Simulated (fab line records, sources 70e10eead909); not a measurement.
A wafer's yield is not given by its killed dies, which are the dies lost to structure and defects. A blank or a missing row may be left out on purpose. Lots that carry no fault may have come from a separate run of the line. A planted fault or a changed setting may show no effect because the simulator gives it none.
One fault through the eyes of 2 desks    flow nandHarc    only its own numbers are on each desk; what lay behind them is given at the end

THE DEFECT DESK
Inspection counts along the route, by lot: the mean over sampled wafers that carry a number. A lot is out of limits, marked OUT, if its mean lies more than 4 standard deviations from the usual mean; the brackets give that distance.
Columns: A = rawDefectCount at NHARC_A_CHANNEL_FILL_D2_INSPECT_13, usual 369
lot   first seen here  A
L974  day 15 16:56     391
L975  day 16 04:44     356
L977  day 17 00:36     438
L978  day 17 00:37     498
L980  day 17 13:08     363
L981  day 18 08:07     348
L988  day 21 11:45     406
L989  day 21 11:55     236
L990  day 22 08:58     285
L992  day 23 09:15     382
L993  day 23 13:53     305
L996  day 24 16:55     548
Result from this desk: across the 12 lots, nothing is out of limits.

FOR THE TOOL OWNER'S DESK: rieDiel-08
The tool's own readings at NHARC_A_STAIRCASE_TRIM_12 (chemistry O2, time 211.2 s): means of the sampled wafers that have a number, for each lot that ran on this tool. A lot is out of limits, marked OUT, if its mean lies more than 4 standard deviations from the usual mean; the brackets give that distance.
Columns: A = drypumpMotorCurrentA at NHARC_A_STAIRCASE_TRIM_12, usual 5.5 A; B = oesProductAu at NHARC_A_STAIRCASE_TRIM_12, usual 1.001 a.u.; C = rfVppV at NHARC_A_STAIRCASE_TRIM_12, usual 57.8 V; D = showerheadPlenumPTorr at NHARC_A_STAIRCASE_TRIM_12, usual 3.55 Torr; E = throttleValvePct at NHARC_A_STAIRCASE_TRIM_12, usual 17.036 %
lot   first seen here  A    B                 C     D     E
L978  day 17 03:49     5.3  0.999             58.3  3.60  17.036
L980  day 17 16:42     5.4  1.010             58.6  3.68  17.036
L988  day 21 14:51     5.6  0.949 (-5.3) OUT  57.5  3.58  17.041
L989  day 21 14:56     5.6  0.917 (-8.7) OUT  57.7  3.58  17.033
L990  day 22 11:49     5.6  0.901 (-10) OUT   57.2  3.54  17.046
This desk's verdict: out of limits on L988, L989, L990, starting with L988 at day 21 14:51 (oesProductAu at NHARC_A_STAIRCASE_TRIM_12). Within limits: L978, L980.

PUT TOGETHER
An alarm could have come from the tool owner's desk at day 21 14:51, on L988, L989, L990.
The defect desk saw nothing out of limits.
The defect desk has L988, L989, L990 on record, within its limits.
Every lot named ran NHARC_A_STAIRCASE_TRIM_12 on rieDiel-08.

WHAT THE SIMULATOR HAD PUT IN
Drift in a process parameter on rieDiel-08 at NHARC_A_STAIRCASE_TRIM_12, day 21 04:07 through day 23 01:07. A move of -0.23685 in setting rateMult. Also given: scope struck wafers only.
Lots struck among those shown: L988, L989, L990.
Time in hours from fault onset to the first out-of-limits reading at each desk: the tool owner's desk, 11.
